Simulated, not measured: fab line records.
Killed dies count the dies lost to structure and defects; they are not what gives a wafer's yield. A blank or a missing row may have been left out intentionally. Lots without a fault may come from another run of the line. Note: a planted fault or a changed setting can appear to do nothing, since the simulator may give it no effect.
Chamber matching || flow n5 finfet || 4 sister chambers for N5_BEOL_M6_ETCH_65 on rie diel-01
The step etches SiARC in CF4, target depth 15.6 nm, time 26 s. 24 wafers are shown with their chamber, then 12 later ones without.

## EACH WAFER AND ITS CHAMBER
{"wafer": "L074.3", "chamber": 2, "drypump motor current A (A)": 5.8, "showerhead plenum p Torr (Torr)": 2.10, "throttle valve pct (%)": 15.56}
{"wafer": "L074.4", "chamber": 3, "drypump motor current A (A)": 6.1, "showerhead plenum p Torr (Torr)": 2.07, "throttle valve pct (%)": 15.18}
{"wafer": "L074.5", "chamber": 3, "drypump motor current A (A)": 6.1, "showerhead plenum p Torr (Torr)": 2.07, "throttle valve pct (%)": 15.18}
{"wafer": "L075.3", "chamber": 1, "drypump motor current A (A)": 6.3, "showerhead plenum p Torr (Torr)": 2.09, "throttle valve pct (%)": 15.33}
{"wafer": "L075.4", "chamber": 2, "drypump motor current A (A)": 5.8, "showerhead plenum p Torr (Torr)": 2.10, "throttle valve pct (%)": 15.58}
{"wafer": "L075.6", "chamber": 2, "drypump motor current A (A)": 5.8, "showerhead plenum p Torr (Torr)": 2.10, "throttle valve pct (%)": 15.57}
{"wafer": "L079.1", "chamber": 1, "drypump motor current A (A)": 6.3, "showerhead plenum p Torr (Torr)": 2.09, "throttle valve pct (%)": 15.31}
{"wafer": "L079.3", "chamber": 3, "drypump motor current A (A)": 6.1, "showerhead plenum p Torr (Torr)": 2.07, "throttle valve pct (%)": 15.19}
{"wafer": "L079.5", "chamber": 3, "drypump motor current A (A)": 6.1, "showerhead plenum p Torr (Torr)": 2.07, "throttle valve pct (%)": 15.19}
{"wafer": "L081.1", "chamber": 3, "drypump motor current A (A)": 6.1, "showerhead plenum p Torr (Torr)": 2.07, "throttle valve pct (%)": 15.19}
{"wafer": "L081.3", "chamber": 0, "drypump motor current A (A)": 4.8, "showerhead plenum p Torr (Torr)": 2.13, "throttle valve pct (%)": 16.15}
{"wafer": "L081.6", "chamber": 2, "drypump motor current A (A)": 5.8, "showerhead plenum p Torr (Torr)": 2.09, "throttle valve pct (%)": 15.58}
{"wafer": "L077.1", "chamber": 1, "drypump motor current A (A)": 6.3, "showerhead plenum p Torr (Torr)": 2.09, "throttle valve pct (%)": 15.33}
{"wafer": "L077.3", "chamber": 0, "drypump motor current A (A)": 4.8, "showerhead plenum p Torr (Torr)": 2.13, "throttle valve pct (%)": 16.14}
{"wafer": "L077.6", "chamber": 3, "drypump motor current A (A)": 6.1, "showerhead plenum p Torr (Torr)": 2.07, "throttle valve pct (%)": 15.21}
{"wafer": "L078.1", "chamber": 1, "drypump motor current A (A)": 6.3, "showerhead plenum p Torr (Torr)": 2.09, "throttle valve pct (%)": 15.35}
{"wafer": "L078.4", "chamber": 0, "drypump motor current A (A)": 4.9, "showerhead plenum p Torr (Torr)": 2.12, "throttle valve pct (%)": 15.69}
{"wafer": "L078.5", "chamber": 0, "drypump motor current A (A)": 4.8, "showerhead plenum p Torr (Torr)": 2.12, "throttle valve pct (%)": 15.68}
{"wafer": "L083.3", "chamber": 3, "drypump motor current A (A)": 6.1, "showerhead plenum p Torr (Torr)": 2.07, "throttle valve pct (%)": 15.20}
{"wafer": "L083.5", "chamber": 1, "drypump motor current A (A)": 6.3, "showerhead plenum p Torr (Torr)": 2.09, "throttle valve pct (%)": 15.35}
{"wafer": "L083.6", "chamber": 0, "drypump motor current A (A)": 4.8, "showerhead plenum p Torr (Torr)": 2.12, "throttle valve pct (%)": 15.69}
{"wafer": "L086.2", "chamber": 1, "drypump motor current A (A)": 6.4, "showerhead plenum p Torr (Torr)": 2.09, "throttle valve pct (%)": 15.36}
{"wafer": "L086.3", "chamber": 2, "drypump motor current A (A)": 5.8, "showerhead plenum p Torr (Torr)": 2.09, "throttle valve pct (%)": 15.60}
{"wafer": "L086.6", "chamber": 2, "drypump motor current A (A)": 5.8, "showerhead plenum p Torr (Torr)": 2.09, "throttle valve pct (%)": 15.63}

SIGNATURES, as means of the wafers listed above
{"reading": "drypump motor current A", "chamber 0": 4.820, "chamber 1": 6.317, "chamber 2": 5.800, "chamber 3": 6.100, "scatter within a chamber": 0.0286}
{"reading": "showerhead plenum p Torr", "chamber 0": 2.1240, "chamber 1": 2.0900, "chamber 2": 2.0950, "chamber 3": 2.0700, "scatter within a chamber": 0.00367}
{"reading": "throttle valve pct", "chamber 0": 15.8700, "chamber 1": 15.3383, "chamber 2": 15.5867, "chamber 3": 15.1914, "scatter within a chamber": 0.114}
Rule: a wafer's distance from a chamber is the root of the sum, over the readings, of the square of ((its reading less the chamber's mean) divided by the reading's scatter). The wafer belongs to the nearest chamber; if the next one is less than 2 further off, it can't be placed. The scatter: the root of (the sum of the squares of (reading less its chamber's mean) over the shown wafers, divided by (wafers less chambers)).

## WAFERS WITH NO CHAMBER GIVEN
{"wafer": "L087.3", "drypump motor current A (A)": 5.8, "showerhead plenum p Torr (Torr)": 2.09, "throttle valve pct (%)": 15.66}
{"wafer": "L087.4", "drypump motor current A (A)": 6.3, "showerhead plenum p Torr (Torr)": 2.08, "throttle valve pct (%)": 15.37}
{"wafer": "L087.5", "drypump motor current A (A)": 6.0, "showerhead plenum p Torr (Torr)": 2.06, "throttle valve pct (%)": 15.25}
{"wafer": "L090.1", "drypump motor current A (A)": 6.1, "showerhead plenum p Torr (Torr)": 2.06, "throttle valve pct (%)": 15.24}
{"wafer": "L090.2", "drypump motor current A (A)": 5.8, "showerhead plenum p Torr (Torr)": 2.09, "throttle valve pct (%)": 15.65}
{"wafer": "L090.6", "drypump motor current A (A)": 5.8, "showerhead plenum p Torr (Torr)": 2.09, "throttle valve pct (%)": 15.62}
{"wafer": "L097.2", "drypump motor current A (A)": 4.8, "showerhead plenum p Torr (Torr)": 2.11, "throttle valve pct (%)": 15.73}
{"wafer": "L097.3", "drypump motor current A (A)": 6.3, "showerhead plenum p Torr (Torr)": 2.08, "throttle valve pct (%)": 15.39}
{"wafer": "L097.6", "drypump motor current A (A)": 4.9, "showerhead plenum p Torr (Torr)": 2.12, "throttle valve pct (%)": 15.75}
{"wafer": "L096.1", "drypump motor current A (A)": 4.8, "showerhead plenum p Torr (Torr)": 2.12, "throttle valve pct (%)": 15.73}
{"wafer": "L096.3", "drypump motor current A (A)": 5.8, "showerhead plenum p Torr (Torr)": 2.08, "throttle valve pct (%)": 15.67}
{"wafer": "L096.5", "drypump motor current A (A)": 5.8, "showerhead plenum p Torr (Torr)": 2.08, "throttle valve pct (%)": 15.68}

## WHICH CHAMBER EACH ONE RAN IN
{"wafer": "L087.3", "from the rows above": 2, "in truth": 2}
{"wafer": "L087.4", "from the rows above": 1, "in truth": 1}
{"wafer": "L087.5", "from the rows above": 3, "in truth": 3}
{"wafer": "L090.1", "from the rows above": 3, "in truth": 3}
{"wafer": "L090.2", "from the rows above": 2, "in truth": 2}
{"wafer": "L090.6", "from the rows above": 2, "in truth": 2}
{"wafer": "L097.2", "from the rows above": 0, "in truth": 0}
{"wafer": "L097.3", "from the rows above": 1, "in truth": 1}
{"wafer": "L097.6", "from the rows above": 0, "in truth": 0}
{"wafer": "L096.1", "from the rows above": 0, "in truth": 0}
{"wafer": "L096.3", "from the rows above": 2, "in truth": 2}
{"wafer": "L096.5", "from the rows above": 2, "in truth": 2}
Correct placement for 12 of the 12. Number that these rows cannot place: 0. Placed wrongly: 0.
